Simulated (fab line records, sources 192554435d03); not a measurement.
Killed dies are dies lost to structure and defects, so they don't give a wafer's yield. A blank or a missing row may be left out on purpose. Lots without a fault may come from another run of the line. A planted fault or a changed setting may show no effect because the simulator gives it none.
fab line records | flow n5_finfet
record lots=4 wafers=12 last_day=19
route steps=1938 shown MOL_CONTACT_COAG@529 BEOL_M4@1111
lots that met no fault: from a run of the same line without faults
start_h: hours from the record's first day to the start of the lot's first wafer shown | wait_h: hours since the lot's step before | " the same as in the row above | L1.1+2: a row that stands for several wafers | - no value, or no start given | * or withheld: withheld | < > ~ a bound
route shown NAME@n: a module of which the file shows steps, and the number in the route of the first | usual: mean/standard deviation of fault-free wafers | same: alike in all rows | chamber/n: place in a boat | sites: the reading at each site | _std_site: their standard deviation | _edge_site: outer sites' mean less inner sites' | radius_mm: how far each site lies from the wafer's centre | mask NAME#n: copy n | behind: the tool/chamber that last shaped the wafer | hold: why the lot was held/for how many hours/how that ended | device: the transistor (n, p or np) that didn't switch | end of line: the same wafers' tests at the end of the route | a step without rows: its recipe alone | killed: dies lost to structure and defects at the first sort, not the wafer's yield | map: a wafer's dies, x killed, . not, _ none there
set.NAME: the setting as run; set.NAME@STEP: as run at that earlier step | model.NAME: the simulator's own value behind a step, which no gauge read
lots at some steps of the route; a table a step, a row a wafer
services: from which hour (start_h, from the record's first day; less than 0 if before it) a tool's chamber was out of use, for how many hours, and why
## steps
# step N5_MOL_CONTACT_COAG_DESCUM_13
# recipe chemistry=O2 time_s=7 source_power_w=50 bias_power_w=20 pressure_mtorr=20 rf_frequency_hz=2.712e+07 temp_c=40 resist=CAR-EUV o2_flow_sccm=225
# step N5_MOL_CONTACT_COAG_ETCH_59
# recipe chemistry=N2/H2 target=underlayer target_depth_a=130 mask_material=CAR-EUV time_s=10.4 ion_energy_ev=200 pressure_mtorr=30 source_w=840 bias_w=150 n2_flow_sccm=200 h2_flow_sccm=200 ends=cleared
# step N5_MOL_CONTACT_COAG_ETCH_105
# recipe chemistry=CF4 target=SiARC target_depth_a=156 mask_material=CAR-EUV time_s=26 ion_energy_ev=80 pressure_mtorr=40 source_w=545 bias_w=36 Ar_flow_sccm=100 cf4_flow_sccm=100 ends=cleared
# step N5_MOL_CONTACT_COAG_ETCH_106
# recipe chemistry=N2/H2 target=SOC target_depth_a=800 overetch_a=160 mask_material=SiARC temp_c=40 time_s=120 ion_energy_ev=200 pressure_mtorr=30 source_w=840 bias_w=150 n2_flow_sccm=200 h2_flow_sccm=200
# step N5_MOL_CONTACT_COAG_STRIP_107
# recipe chemistry=N2/H2 temp_c=40 n2_flow_sccm=200 h2_flow_sccm=200 rf_frequency_hz=6e+07
# step N5_MOL_CONTACT_COAG_STRIP_108
# recipe chemistry=N2/H2 temp_c=40 n2_flow_sccm=200 h2_flow_sccm=200 rf_frequency_hz=6e+07
# step N5_MOL_CONTACT_COAG_CONTACT_ETCH_14
# recipe chemistry=C4F6/O2 target=SiO2 target_depth_a=275 overetch_a=85 mask_material=SOC pressure_mtorr=30 source_w=370 bias_w=185 Ar_flow_sccm=300 C4F6_flow_sccm=16 O2_flow_sccm=10 time_s=20 ion_energy_ev=259.6
# step N5_MOL_CONTACT_COAG_STRIP_109
# recipe chemistry=C4F6/O2 resist=SiARC rf_frequency_hz=6e+07
# step N5_MOL_CONTACT_COAG_ETCH_15
# recipe chemistry=CH3F/O2 target=SiNx target_depth_a=70 mask_material=SOC stop_on=Si:P over_etch_frac=0.75 ion_energy_ev=120 pressure_mtorr=30 source_w=395 bias_w=73 Ar_flow_sccm=150 CH3F_flow_sccm=30 O2_flow_sccm=20
# step N5_MOL_CONTACT_COAG_ETCH_110
# recipe chemistry=CF4/O2 target=Si target_depth_a=25 time_s=8 pressure_mtorr=100 source_w=200 bias_w=12 ion_energy_ev=60 Ar_flow_sccm=100 cf4_flow_sccm=100 O2_flow_sccm=10
# step N5_MOL_CONTACT_COAG_STRIP_98
# recipe chemistry=N2/H2 power_w=500 temp_c=40 pressure_mtorr=50 rf_frequency_hz=6e+07 overash_fraction=0.3 bias_power_w=8 h2_frac=0.5 n2_flow_sccm=300 h2_flow_sccm=300
# step N5_MOL_CONTACT_COAG_IMPLANT_129
# recipe species=Ge energy_kev=3 dose_cm2=6e+14 tilt_deg=0 rotation_deg=0
# usual beam_energy_keV=3.0000/0.001 rotation_deg=-0.002/0.018
# columns lot.wafer tool chamber start_h wait_h beam_energy_keV rotation_deg model.implant.rp_nm model.implant.drp_nm
L297.2 implanter-01 0 100.18 0.1 3.0001 -0.017 5.918 2.134
L297.3 " 0 " " 2.9993 0.011 5.918 2.134
L297.4 " 0 " " 2.9989 -0.011 5.918 2.134
L300.1 implanter-01 0 118.51 0.0 0.8269 0.006 3.142 1
L300.2 " 0 " " 0.8265 0.035 3.142 1
L300.3 " 0 " " 0.8257 0.032 3.142 1
L303.1 implanter-01 0 137.96 0.0 0.8276 0.001 3.015 1
L303.2 " 0 " " 0.8288 -0.003 3.015 1
L303.3 " 0 " " 0.8275 -0.003 3.015 1
L311.2 implanter-02 0 183.81 0.1 2.9989 -0.013 6.011 2.134
L311.3 " 0 " " 3.0008 -0.005 6.011 2.134
L311.6 " 0 " " 3.0007 0.007 6.011 2.134
# step N5_MOL_CONTACT_COAG_PRECLEAN_111
# recipe chemistry=NF3:NH3 afs_cycles=1 temp_c=30 time_s=20 sublimation_temp_c=180 sublimation_time_s=60 pressure_torr=3 rf_power_w=30
# step N5_MOL_CONTACT_COAG_TI_SIL_19
# recipe material=Ti target_thk_a=42 temp_c=200 chamber_pressure_pa=5 power_w=5000 time_s=15
# step N5_MOL_CONTACT_COAG_ALD_20
# recipe material=TiN target_thk_a=15 temp_c=400 ald_precursor_family=TiCl4 ald_co_reactant=NH3 pulse_time_s=1 purge_time_s=3 co_reactant_purge_time_s=2 co_reactant_pulse_time_s=2 ald_cycles=68 pressure_torr=3
# step N5_MOL_CONTACT_COAG_SIL_ANNEAL_21
# recipe temp_c=550 time_s=60 ambient=N2
# step N5_MOL_CONTACT_COAG_PRE_CLEAN_141
# recipe gas=H2/He time_s=60 temp_c=300
# step N5_MOL_CONTACT_COAG_SPUTTER_143
# recipe material=Co target_thk_a=25 temp_c=25 chamber_pressure_pa=0.2
# step N5_MOL_CONTACT_COAG_CO_FILL_22
# recipe material=Co target_thk_a=200 temp_c=200 precursor=CCTBA/H2 pressure_torr=30
# step N5_MOL_CONTACT_COAG_ANNEAL_113
# recipe temp_c=400 time_s=300 ambient=H2/N2
# step N5_MOL_CONTACT_COAG_PRE_CLEAN_142
# recipe gas=H2/He time_s=60 temp_c=300
# step N5_MOL_CONTACT_COAG_SPUTTER_130
# recipe material=Co target_thk_a=475 temp_c=25 chamber_pressure_pa=0.5 power_w=3000
# step N5_MOL_CONTACT_COAG_PRECLEAN_125
# recipe chemistry=DIW time_s=57.5 temp_c=23
# step N5_MOL_CONTACT_COAG_SRD_126
# recipe dry_time_s=32 dry=n2_spin spin_rpm=1500
# step N5_MOL_CONTACT_COAG_CMP_23
# recipe stop_on=SiO2 t_overpolish_s=1.5 post_cmp_clean=cu_alkaline down_force_psi=2 platen_rpm=50.289 pad_velocity_m_s=1.0006 target_thk_nm=0
# step N5_MOL_CONTACT_COAG_WET_ETCH_26
# recipe target=Co target_depth_nm=13
# step N5_MOL_CONTACT_COAG_WET_ETCH_116
# recipe chemistry=SC1-inhibited target_depth_nm=4.6 dry=ipa_marangoni rinse_time_s=30 rinse_temp_c=23
# step N5_MOL_CONTACT_COAG_ALD_27
# recipe material=SiOC target_thk_a=170 temp_c=400 ald_precursor_family=carbosiloxane ald_co_reactant=H2-plasma pulse_time_s=1.5 time_s=2720 purge_time_s=2 co_reactant_purge_time_s=2 ald_cycles=340 pressure_torr=2
# step N5_MOL_CONTACT_COAG_CMP_28
# recipe stop_on=SiNx t_overpolish_s=0.85 post_cmp_clean=alkaline_brush down_force_psi=4.15 platen_rpm=51.8 pad_velocity_m_s=1.0307 target_thk_nm=14.522
# step N5_MOL_CONTACT_COAG_ALD_123
# recipe material=SiNx target_thk_a=50 temp_c=400 ald_precursor_family=SiH2I2 ald_co_reactant=N2/H2-plasma pulse_time_s=1 purge_time_s=2 co_reactant_purge_time_s=2 ald_cycles=100 pressure_torr=2
# step N5_MOL_CONTACT_COAG_PECVD_31
# recipe material=SiO2 target_thk_a=460 temp_c=400 precursor=TEOS/O2 pressure_torr=6.5 rf_w=withheld teos_flow_sccm=withheld gas=O2 flow_sccm=2650 time_s=8.9
# step N5_MOL_CONTACT_COAG_COAT_75
# recipe resist=SOC temp_c=250 time_s=60 spin_rpm=1500 resist_thk_nm=60
# step N5_MOL_CONTACT_COAG_COAT_76
# recipe resist=SiARC temp_c=220 time_s=60 spin_rpm=1500 resist_thk_nm=10
# step N5_MOL_CONTACT_COAG_COAT_77
# recipe resist=underlayer temp_c=205 time_s=60 spin_rpm=1500 resist_thk_nm=10
# step N5_MOL_CONTACT_COAG_COAT_78
# recipe resist=CAR-EUV spin_rpm=1500 resist_thk_nm=40
# step N5_MOL_CONTACT_COAG_EBR_80
# recipe solvent=PGMEA ebr_width_mm=1.5
# step N5_MOL_CONTACT_COAG_SOFTBAKE_79
# recipe temp_c=110 time_s=60 resist=CAR-EUV
# step N5_MOL_CONTACT_COAG_EXPOSE_81
# recipe mask_id=VG na=0.33 source_shape=annular sigma_inner=0.3 sigma_outer=0.7 polarization=unpolarized defocus_nm=0 dose_mj=59.5
# step N5_BEOL_M4_RC_MEAS_101
# usual DIBL_N=37.0/1.6 DIBL_P=37.0/2.1 IOFF_N=0.17/0.032 IOFF_P=0.22/0.043 ION_N=679/13 ION_P=465/9.5 RC_DENSE_N=18.9/0.46 RC_DENSE_P=23.6/0.57 RC_N=15.4/0.35 RC_P=19.3/0.48 REXT_N=74.9/1.9 REXT_P=100.2/2.4 SS_N=71.7/0.59 SS_P=73.6/0.64 VT_N=249/3.2 VT_P=-249/4.1
# columns lot.wafer tool chamber start_h wait_h DIBL_N[mV/V] DIBL_P[mV/V] IOFF_N[nA/um] IOFF_P[nA/um] ION_N[uA/um] ION_P[uA/um] RC_DENSE_N[ohm.um] RC_DENSE_P[ohm.um] RC_N[ohm.um] RC_P[ohm.um] REXT_N[ohm.um] REXT_P[ohm.um] SS_N[mV/dec] SS_P[mV/dec] VT_N[mV] VT_P[mV]
L297.2 prober-01 0 239.54 0.2 35.2 35.9 0.13 0.17 667 460 18.9 23.8 15.3 19.4 73.4 98.2 72.0 72.2 255 -255
L297.3 " 0 " " 36.2 36.9 0.14 0.20 675 466 19.1 23.9 15.5 19.6 73.7 96.8 71.6 73.9 253 -254
L297.4 " 0 " " 36.2 36.4 0.14 0.18 663 455 18.8 23.8 15.3 19.4 73.3 99.1 71.5 73.4 254 -253
L300.1 prober-01 0 258.65 0.0 37.2 36.1 0.17 0.20 670 454 32.0 40.1 26.5 32.3 87.7 113.5 71.7 73.4 249 -250
L300.2 " 0 " " 38.5 36.6 0.20 0.21 658 445 32.7 40.6 26.7 32.9 89.1 113.6 72.7 73.7 248 -248
L300.3 " 0 " " 37.8 37.9 0.18 0.22 673 456 33.8 41.5 27.2 33.8 89.7 115.8 71.5 73.6 246 -250
L303.1 prober-01 0 295.44 0.0 38.4 38.4 0.21 0.25 686 470 32.7 40.7 26.7 33.2 83.8 114.4 71.6 74.5 245 -246
L303.2 " 0 " " 35.2 35.1 0.14 0.19 668 461 33.6 41.6 27.5 34.2 84.7 113.6 70.6 72.8 252 -250
L303.3 " 0 " " 38.4 38.3 0.19 0.24 670 454 33.4 41.3 27.3 33.9 86.0 115.4 71.5 74.5 248 -247
L311.2 prober-02 0 338.29 0.2 37.7 37.2 0.18 0.24 680 463 19.2 24.0 15.7 20.0 73.6 102.8 72.7 74.3 250 -247
L311.3 " 0 " " 38.0 38.3 0.19 0.27 687 464 18.7 23.6 15.1 19.3 73.8 101.5 71.7 74.0 247 -245
L311.6 " 0 " " 37.1 36.7 0.18 0.24 677 459 18.7 23.7 15.2 19.3 73.2 103.1 71.2 73.4 245 -248
## services
# columns tool chamber start_h hours kind
implanter-01 - 122.28 4.1 pm
implanter-02 - 137.66 25.5 pm
implanter-02 - 163.19 2.2 pm
## key
first_sign step=N5_MOL_CONTACT_COAG_IMPLANT_129 reading=beam_energy_keV direction=down sigmas=99+ usual=3.0000 struck=0.8271
effect step=N5_BEOL_M4_RC_MEAS_101 reading=RC_N direction=up sigmas=33 usual=15.4 struck=27.0
effect step=N5_BEOL_M4_RC_MEAS_101 reading=RC_DENSE_N direction=up sigmas=31 usual=18.9 struck=33.0
effect step=N5_BEOL_M4_RC_MEAS_101 reading=RC_DENSE_P direction=up sigmas=30 usual=23.6 struck=40.9
effect step=N5_BEOL_M4_RC_MEAS_101 reading=RC_P direction=up sigmas=29 usual=19.3 struck=33.4
effect step=N5_BEOL_M4_RC_MEAS_101 reading=REXT_N direction=up sigmas=6.5 usual=74.9 struck=86.8
effect step=N5_BEOL_M4_RC_MEAS_101 reading=REXT_P direction=up sigmas=5.9 usual=100.2 struck=114.4
model_effect step=N5_MOL_CONTACT_COAG_IMPLANT_129 value=implant.rp_nm without=6.072 struck=3.078
met_at N5_MOL_CONTACT_COAG_IMPLANT_129
struck_wafers L300.1,L300.2,L300.3,L303.1,L303.2,L303.3
onset_between 100.18 118.51
fault kind=process_parameter_drift tool=implanter-01 chamber=- onset_h=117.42 steps=N5_MOL_CONTACT_COAG_IMPLANT_129 channel=energy_kev offset=-2.1735 shape=step end_h=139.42 acts_in=these_recipes_only stated=3
